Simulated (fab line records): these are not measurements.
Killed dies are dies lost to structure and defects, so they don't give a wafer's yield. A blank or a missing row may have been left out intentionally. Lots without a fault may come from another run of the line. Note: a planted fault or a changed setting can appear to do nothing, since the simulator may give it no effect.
Chamber matching | flow n5-finfet | N5_BEOL_M11_DEP_56 on pecvd-01: 3 sister chambers
The step deposits SiCN from 3MS/NH3, target thk 30 nm, time 10.5 s. 3 wafers are shown with their chamber, then 8 later ones without.

== WAFERS PAIRED WITH THEIR CHAMBERS ==
wafer  | chamber | throttle-valve-pct (%)
L082.6 | 2       | 16.2
L089.6 | 1       | 19.2
L092.2 | 0       | 17.4

== WAFERS WHOSE CHAMBER IS MISSING ==
wafer  | throttle-valve-pct (%)
L092.5 | 17.3
L092.6 | 19.4
L093.3 | 16.5
L093.4 | 16.2
L093.5 | 19.2
L095.1 | 17.2
L095.5 | 16.5
L095.6 | 19.6

== EACH ONE'S CHAMBER ==
wafer  | from the rows above | in truth
L092.5 | 0                   | 0
L092.6 | 1                   | 1
L093.3 | 2                   | 2
L093.4 | 2                   | 2
L093.5 | 1                   | 1
L095.1 | 0                   | 0
L095.5 | 2                   | 2
L095.6 | 1                   | 1
Placed correctly: 8 of 8. Number that these rows cannot place: 0. Placed wrongly: 0.
How it was worked out, from the rows above alone: a wafer's distance from a chamber is the root of the sum, over the readings, of the square of ((its reading less the chamber's mean) divided by the reading's scatter). The wafer belongs to the nearest chamber; if the next one is less than 2 further off, it can't be placed. For every chamber, the mean is computed from those of its wafers that are shown. The scatter: root of mean squared gap, hidden wafer to nearest shown wafer, with one shown wafer a chamber.
